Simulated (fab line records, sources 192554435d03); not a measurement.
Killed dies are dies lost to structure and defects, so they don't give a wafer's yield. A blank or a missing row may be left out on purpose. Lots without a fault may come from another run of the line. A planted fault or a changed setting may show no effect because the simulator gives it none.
Split-lot experiment | flow n5_finfet | 7 lots, 21 wafers read, on a route of 1938 steps

THE SPLIT
At N5_BEOL_M13_COAT_66 (time 60 s, resist thk 110 nm), the setting spin_rpm was moved away from the recipe's 1500 rpm on 7 of the 21 wafers read, by +6.1% to +9.1%. The other wafers ran this setting at the recipe's value.

FROM THE SPLIT TO THE READING: what the file shows between them, 2 steps
- N5_BEOL_M13_DESCUM_33: chemistry O2, time 7.9 s (also split here: time_s)
- N5_BEOL_M13_ETCH_67: etches SiARC in CF4, target depth 143 nm, time 238.3 s

THE READING
SiARC_of_BEOL_M13_COAT_66.thk_nm (the simulator's own value, which no gauge read), in nm, at N5_BEOL_M13_ETCH_68 (etches SOC in N2/H2, time 355 s). The file gives no usual value for it. The 14 wafers here that ran the recipe average 77.0 nm, standard deviation 0.58 nm.

wafer  | tool, chamber at the split | spin_rpm as run, rpm | against the recipe | SiARC_of_BEOL_M13_COAT_66.thk_nm, nm | against lot-mates on the recipe
L077.3 | litho_track-01, 0          | 1591                 | +6.1%              | 74.4                                 | -3.2
L077.4 | litho_track-01, 0          | 1500                 | recipe             | 77.6                                 | -
L077.5 | litho_track-01, 0          | 1591                 | +6.1%              | 73.8                                 | -3.8
L078.2 | litho_track-03, 0          | 1500                 | recipe             | 76                                   | -
L078.5 | litho_track-03, 0          | 1612                 | +7.5%              | 72.6                                 | -4.1
L078.6 | litho_track-03, 0          | 1500                 | recipe             | 77.4                                 | -
L082.1 | litho_track-05, 0          | 1500                 | recipe             | 77.8                                 | -
L082.2 | litho_track-05, 0          | 1500                 | recipe             | 76                                   | -
L082.5 | litho_track-05, 0          | 1500                 | recipe             | 76.8                                 | -
L090.1 | litho_track-01, 0          | 1636                 | +9.1%              | 72.2                                 | no lot-mate on the recipe
L090.3 | litho_track-01, 0          | 1636                 | +9.1%              | 71.4                                 | no lot-mate on the recipe
L090.6 | litho_track-01, 0          | 1636                 | +9.1%              | 70.8                                 | no lot-mate on the recipe
L091.1 | litho_track-05, 0          | 1500                 | recipe             | 77                                   | -
L091.3 | litho_track-05, 0          | 1500                 | recipe             | 76.6                                 | -
L091.4 | litho_track-05, 0          | 1500                 | recipe             | 76.8                                 | -
L095.1 | litho_track-01, 0          | 1500                 | recipe             | 77.6                                 | -
L095.3 | litho_track-01, 0          | 1627                 | +8.5%              | 72                                   | -5.5
L095.5 | litho_track-01, 0          | 1500                 | recipe             | 77.4                                 | -
L097.1 | litho_track-03, 0          | 1500                 | recipe             | 77                                   | -
L097.2 | litho_track-03, 0          | 1500                 | recipe             | 76.4                                 | -
L097.4 | litho_track-03, 0          | 1500                 | recipe             | 77.6                                 | -

THE FIT
A straight line over all 21 wafers: SiARC_of_BEOL_M13_COAT_66.thk_nm changes by -0.586 nm for each +1% of spin_rpm; r = -0.97; the points scatter about the line by 0.6 nm.
The same after taking each lot's own level away (the mean of its wafers on the recipe; 18 wafers): -0.596 nm for each +1%; r = -0.97; scatter 0.5 nm.
On that fit, the largest move of spin_rpm shifts the reading by 5.4 nm.
The lots' own levels span 76.70 to 77.60 nm, that is 1.6 times the standard deviation above.
So the lot-to-lot level changes the slope little: the two slopes agree.
Check: with one of the wafers moved furthest among these (+8.5%) left out of the fit, the line predicts -4.78 nm for it against its lot-mates. It came out at -5.5 nm against them.

OTHER SPLITS ON THESE WAFERS
These wafers also went through other splits before the reading. Each is held against what the fit with the lots' levels taken away leaves over:
other split on the same wafers | wafers away from the commonest value | r with SiARC_of_BEOL_M13_COAT_66.thk_nm (lot level and that fit taken away)
N5_BEOL_M11_EXPOSE_08 dose_mj  | 7                                    | +0.10
N5_BEOL_M12_SPUTTER_44 power_w | 8                                    | -0.07
N5_BEOL_M13_DESCUM_33 time_s   | 8                                    | +0.21

THE WHOLE CHAIN: every reading that the file lists as answering this split, in the file's order
step                | what it does                                           | reading                                                                           | change (the file's fit)               | r (the file's)
N5_BEOL_M13_COAT_66 | time 60 s, resist thk 110 nm                           | SiARC_of_BEOL_M13_COAT_66.thk_nm (the simulator's own value, which no gauge read) | -0.552 nm for each +1% of the setting | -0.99
N5_BEOL_M13_ETCH_67 | etches SiARC in CF4, target depth 143 nm, time 238.3 s | etch.depth_nm (the simulator's own value, which no gauge read)                    | -0.557 nm for each +1% of the setting | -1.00
N5_BEOL_M13_ETCH_67 | etches SiARC in CF4, target depth 143 nm, time 238.3 s | coat_of_BEOL_M13_COAT_22.thk_nm (the simulator's own value, which no gauge read)  | +0.347 nm for each +1% of the setting | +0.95
N5_BEOL_M13_ETCH_68 | etches SOC in N2/H2, time 355 s                        | SiARC_of_BEOL_M13_COAT_66.thk_nm (the simulator's own value, which no gauge read) | -0.599 nm for each +1% of the setting | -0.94

THE FILE'S OWN FIT
SiARC_of_BEOL_M13_COAT_66.thk_nm changes by -0.599 nm for each +1% of spin_rpm, r = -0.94.
